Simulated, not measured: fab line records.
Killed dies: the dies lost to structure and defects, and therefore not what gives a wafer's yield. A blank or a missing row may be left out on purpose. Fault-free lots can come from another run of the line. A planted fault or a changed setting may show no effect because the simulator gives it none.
Matching of chambers || flow nand_harc || 4 sister chambers for NHARC_P_M2_ETCH_35 on rie_diel-12
The step etches the open film in N2/H2, target depth 40 nm, overetch 12 nm, time 43.94 s. 8 wafers are shown with their chamber, then 7 later ones without.

## WAFERS, EACH WITH ITS CHAMBER
{"wafer": "L077.1", "chamber": 2, "drypump_motor_current_A (A)": 5.1, "showerhead_plenum_p_Torr (Torr)": 2.01}
{"wafer": "L081.4", "chamber": 1, "drypump_motor_current_A (A)": 4.7, "showerhead_plenum_p_Torr (Torr)": 2.16}
{"wafer": "L081.6", "chamber": 0, "drypump_motor_current_A (A)": 5.5, "showerhead_plenum_p_Torr (Torr)": 2.04}
{"wafer": "L093.1", "chamber": 2, "drypump_motor_current_A (A)": 5.2, "showerhead_plenum_p_Torr (Torr)": 2.00}
{"wafer": "L093.3", "chamber": 0, "drypump_motor_current_A (A)": 5.5, "showerhead_plenum_p_Torr (Torr)": 2.04}
{"wafer": "L093.6", "chamber": 3, "drypump_motor_current_A (A)": 6.2, "showerhead_plenum_p_Torr (Torr)": 1.95}
{"wafer": "L095.1", "chamber": 1, "drypump_motor_current_A (A)": 4.7, "showerhead_plenum_p_Torr (Torr)": 2.15}
{"wafer": "L095.2", "chamber": 3, "drypump_motor_current_A (A)": 6.2, "showerhead_plenum_p_Torr (Torr)": 1.95}

## WAFERS MISSING THEIR CHAMBER
{"wafer": "L095.4", "drypump_motor_current_A (A)": 4.7, "showerhead_plenum_p_Torr (Torr)": 2.15}
{"wafer": "L097.1", "drypump_motor_current_A (A)": 5.5, "showerhead_plenum_p_Torr (Torr)": 2.04}
{"wafer": "L097.4", "drypump_motor_current_A (A)": 5.2, "showerhead_plenum_p_Torr (Torr)": 2.00}
{"wafer": "L097.6", "drypump_motor_current_A (A)": 5.5, "showerhead_plenum_p_Torr (Torr)": 2.04}
{"wafer": "L096.1", "drypump_motor_current_A (A)": 5.5, "showerhead_plenum_p_Torr (Torr)": 2.04}
{"wafer": "L096.3", "drypump_motor_current_A (A)": 4.7, "showerhead_plenum_p_Torr (Torr)": 2.15}
{"wafer": "L096.5", "drypump_motor_current_A (A)": 5.2, "showerhead_plenum_p_Torr (Torr)": 2.00}

## WHICH CHAMBER EACH WENT THROUGH
{"wafer": "L095.4", "from the rows above": 1, "in truth": 1}
{"wafer": "L097.1", "from the rows above": 0, "in truth": 0}
{"wafer": "L097.4", "from the rows above": 2, "in truth": 2}
{"wafer": "L097.6", "from the rows above": 0, "in truth": 0}
{"wafer": "L096.1", "from the rows above": 0, "in truth": 0}
{"wafer": "L096.3", "from the rows above": 1, "in truth": 1}
{"wafer": "L096.5", "from the rows above": 2, "in truth": 2}
7 of 7 placed correctly. Can't be placed from these rows: 0. Wrongly placed: 0.
How it was worked out, from the rows above alone: a wafer's distance from a chamber is the root of the sum, over the readings, of the square of ((its reading less the chamber's mean) divided by the reading's scatter). The wafer belongs to the nearest chamber; if the next one is less than 2 further off, it can't be placed. For every chamber, the mean is computed from those of its wafers that are shown. The scatter: the root of (the sum of the squares of (reading less its chamber's mean) over the shown wafers, divided by (wafers less chambers)).
